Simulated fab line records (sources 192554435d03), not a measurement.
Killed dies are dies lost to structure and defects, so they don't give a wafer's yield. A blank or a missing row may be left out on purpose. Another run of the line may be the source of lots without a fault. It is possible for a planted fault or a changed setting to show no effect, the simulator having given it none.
Comparing a struck lot with a sound one | flow n5-finfet | 38 out of 1938 route steps
Sound: the wafers L844.1, L844.2, L844.6. Struck: wafers L855.3, L855.6. (L855.2 of the same lot was not struck and is left out.) The cause comes at the end.
Each step with rows lists, per side, the tool, then ch with its chambers, then its first start. Under that, the readings that differ: sound wafers | struck wafers | difference of the means | sigmas: that difference in standard deviations of wafers without a fault.
alike: words and numbers the same on both sides, and readings whose means are apart by under 2 such deviations; not compared: readings that were withheld, readings missing a value for some wafer, numbers with overlapping values and no deviation given by the record, and bounds like >300 which may hide the same value.
A row with sigmas, a row that says differs or no value, or rows on one side alone: a step with any of these is where the two part. Non-overlapping numbers with no deviation appear without sigmas and do not part them. A reading that every wafer of one side lacks parts them only if that side has two wafers or more.

first, 9 steps without rows for these wafers: N5_HKMG_FIN_DEVELOP_11 (develop time 30 s); N5_HKMG_FIN_DESCUM_17 (chemistry O2, time 7.9 s); N5_HKMG_FIN_ETCH_31 (etches SiARC in CF4, target depth 45.5 nm, time 75.8 s); N5_HKMG_FIN_ETCH_32 (etches SOC in N2/H2, target depth 240 nm, time 300 s); N5_HKMG_FIN_STRIP_33 (strips in N2/H2); N5_HKMG_FIN_STRIP_34 (strips in CF4); N5_HKMG_FIN_ETCH_35 (etches SOC in N2/H2, target depth 215.8 nm, time 243.4 s); N5_HKMG_FIN_STRIP_92 (strips SOC in N2/H2, time 20 s); N5_HKMG_FIN_WET_ETCH_18 (etches TiN in SC1, time 55 s, target depth 5.2 nm, rinse time 30 s).
N5_HKMG_FIN_STRIP_19: strips in N2/H2, time 360 s.
  sound on plasma-asher-01 ch 0,1, day 5 09:18; struck on plasma-asher-01 ch 0, day 8 07:38
  alike: drypump-motor-current-A, heater-power-w
  not compared: rf-hours-counter-h
then, 27 steps without rows for these wafers: N5_HKMG_FIN_ALD_91 (deposits TiN, target thk 1 nm, pulse time 1 s, purge time 3 s); N5_HKMG_FIN_COAT_85 (time 60 s, resist thk 300 nm); N5_HKMG_FIN_ETCH_86 (etches SOC in N2/H2, stops on TiN, target depth 393.2 nm); N5_HKMG_FIN_STRIP_89 (strips SOC in N2/H2, time 20 s); N5_HKMG_FIN_WET_ETCH_87 (etches TiN in SC1, time 154.2 s, target depth 4.7 nm, rinse time 30 s); N5_HKMG_FIN_STRIP_88 (strips in N2/H2, time 360 s); N5_HKMG_FIN_NWFM_ALD_20 (deposits TiAlC, target thk 2 nm, pulse time 3 s, purge time 2 s); N5_HKMG_FIN_ALD_71 (deposits TiN, target thk 1 nm, pulse time 1 s, purge time 3 s); N5_HKMG_FIN_COAT_66 (time 60 s, resist thk 300 nm); N5_HKMG_FIN_ETCH_67 (etches SOC in N2/H2, stops on TiN, target depth 388.9 nm); N5_HKMG_FIN_STRIP_90 (strips SOC in N2/H2, time 20 s); N5_HKMG_FIN_WET_ETCH_73 (etches the open film in SC1, time 42.3 s, target depth 1.3 nm, rinse time 30 s); N5_HKMG_FIN_ETCHBACK_68 (etches the open film in Cl2/Ar, stops on HfO2, target depth 0.5 nm); N5_HKMG_FIN_STRIP_69 (strips in N2/H2, time 360 s); N5_HKMG_FIN_ALD_21 (deposits TiN, target thk 1.5 nm, pulse time 1 s, purge time 3 s); N5_HKMG_FIN_ALD_72 (deposits W, target thk 2 nm, pulse time 1 s, purge time 2 s); N5_HKMG_FIN_W_FILL_22 (material W, target thk 60 nm, time 18.2 s); N5_HKMG_FIN_PRECLEAN_83 (cleans in DIW, time 57.5 s); N5_HKMG_FIN_SRD_84 (dry time 32 s); N5_HKMG_FIN_CMP_23 (polishes, stops on SiNx, t overpolish 10 s, target thk 46.326 nm); N5_HKMG_FIN_CMP_94 (polishes, stops on SiNx, t overpolish 4.7 s, target thk 43.299 nm); N5_GATE_CUT_ETCHBACK_00 (etches W in SF6/Cl2); N5_GATE_CUT_ETCH_56 (etches TiN in Cl2/Ar, target depth 21.6 nm); N5_GATE_CUT_ETCHBACK_30 (etches TiN in Cl2/Ar, target depth 3 nm); N5_GATE_CUT_VAPOR_ETCH_60 (etches HfO2 in BCl3/Cl2); N5_GATE_CUT_ETCH_58 (etches SiNx in CH3F/O2, target depth 17 nm, time 128.6 s); N5_GATE_CUT_STRIP_59 (strips in N2/H2, time 20 s).
-- the record jumps here: 8 days lie between the struck wafers' starts before and after (it left off in module GATE_CUT and takes up again in module PASSIVATION, whose first step shown is number 1936 of the route) --
N5_PASSIVATION_PROBE_49:
  only the struck wafers here have rows in the record (prober-01, day 16 13:47); the sound ones have none

## WHERE THEY PART
Only at N5_PASSIVATION_PROBE_49, within this record.

WHY: the cause the simulator had injected
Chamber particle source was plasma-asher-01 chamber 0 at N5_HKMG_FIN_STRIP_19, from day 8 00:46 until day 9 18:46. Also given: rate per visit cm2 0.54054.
